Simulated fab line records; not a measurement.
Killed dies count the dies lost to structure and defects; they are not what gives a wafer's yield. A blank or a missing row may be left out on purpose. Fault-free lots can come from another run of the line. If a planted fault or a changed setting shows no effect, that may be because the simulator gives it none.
Chamber matching || flow n5 finfet || N5_FIN_SAQP_MANDREL1_REMOVE_56 on rie si-03 has 4 sister chambers
The step chemistry HBr/Cl2/O2, target a-Si, stops on SiNx, bt time 10 s. 8 wafers are shown with their chamber, then 10 later ones without.

## WAFERS PAIRED WITH THEIR CHAMBERS
{"wafer": "L082.2", "chamber": 3, "throttle valve pct (%)": 36.94, "drypump motor current A (A)": 5.7}
{"wafer": "L084.6", "chamber": 3, "throttle valve pct (%)": 36.94, "drypump motor current A (A)": 5.8}
{"wafer": "L085.1", "chamber": 0, "throttle valve pct (%)": 37.11, "drypump motor current A (A)": 6.1}
{"wafer": "L086.1", "chamber": 1, "throttle valve pct (%)": 36.83, "drypump motor current A (A)": 6.2}
{"wafer": "L086.4", "chamber": 2, "throttle valve pct (%)": 36.90, "drypump motor current A (A)": 5.4}
{"wafer": "L086.6", "chamber": 0, "throttle valve pct (%)": 37.12, "drypump motor current A (A)": 6.0}
{"wafer": "L088.1", "chamber": 1, "throttle valve pct (%)": 36.84, "drypump motor current A (A)": 6.2}
{"wafer": "L088.3", "chamber": 2, "throttle valve pct (%)": 36.88, "drypump motor current A (A)": 5.4}

## WAFERS MISSING THEIR CHAMBER
{"wafer": "L088.4", "throttle valve pct (%)": 36.95, "drypump motor current A (A)": 5.8}
{"wafer": "L089.4", "throttle valve pct (%)": 36.96, "drypump motor current A (A)": 5.7}
{"wafer": "L089.5", "throttle valve pct (%)": 36.92, "drypump motor current A (A)": 5.7}
{"wafer": "L089.6", "throttle valve pct (%)": 37.13, "drypump motor current A (A)": 6.1}
{"wafer": "L091.1", "throttle valve pct (%)": 36.94, "drypump motor current A (A)": 5.7}
{"wafer": "L091.3", "throttle valve pct (%)": 36.90, "drypump motor current A (A)": 5.4}
{"wafer": "L091.6", "throttle valve pct (%)": 36.96, "drypump motor current A (A)": 5.8}
{"wafer": "L092.1", "throttle valve pct (%)": 36.88, "drypump motor current A (A)": 5.5}
{"wafer": "L092.4", "throttle valve pct (%)": 36.83, "drypump motor current A (A)": 6.2}
{"wafer": "L092.5", "throttle valve pct (%)": 37.13, "drypump motor current A (A)": 6.1}

## WHICH CHAMBER EACH ONE RAN IN
{"wafer": "L088.4", "from the rows above": 3, "in truth": 3}
{"wafer": "L089.4", "from the rows above": 3, "in truth": 3}
{"wafer": "L089.5", "from the rows above": 3, "in truth": 3}
{"wafer": "L089.6", "from the rows above": 0, "in truth": 0}
{"wafer": "L091.1", "from the rows above": 3, "in truth": 3}
{"wafer": "L091.3", "from the rows above": 2, "in truth": 2}
{"wafer": "L091.6", "from the rows above": 3, "in truth": 3}
{"wafer": "L092.1", "from the rows above": 2, "in truth": 2}
{"wafer": "L092.4", "from the rows above": 1, "in truth": 1}
{"wafer": "L092.5", "from the rows above": 0, "in truth": 0}
Correct placement for 10 of the 10. Left unplaced by these rows: 0. Number placed wrongly: 0.
How it was worked out, from the rows above alone: a wafer's distance from a chamber is the root of the sum, over the readings, of the square of ((its reading less the chamber's mean) divided by the reading's scatter). If the next closest chamber is less than 2 further off than the closest, the wafer can't be placed; otherwise it belongs to the closest. For every chamber, the mean is computed from those of its wafers that are shown. The scatter: the root of (the sum of the squares of (reading less its chamber's mean) over the shown wafers, divided by (wafers less chambers)).
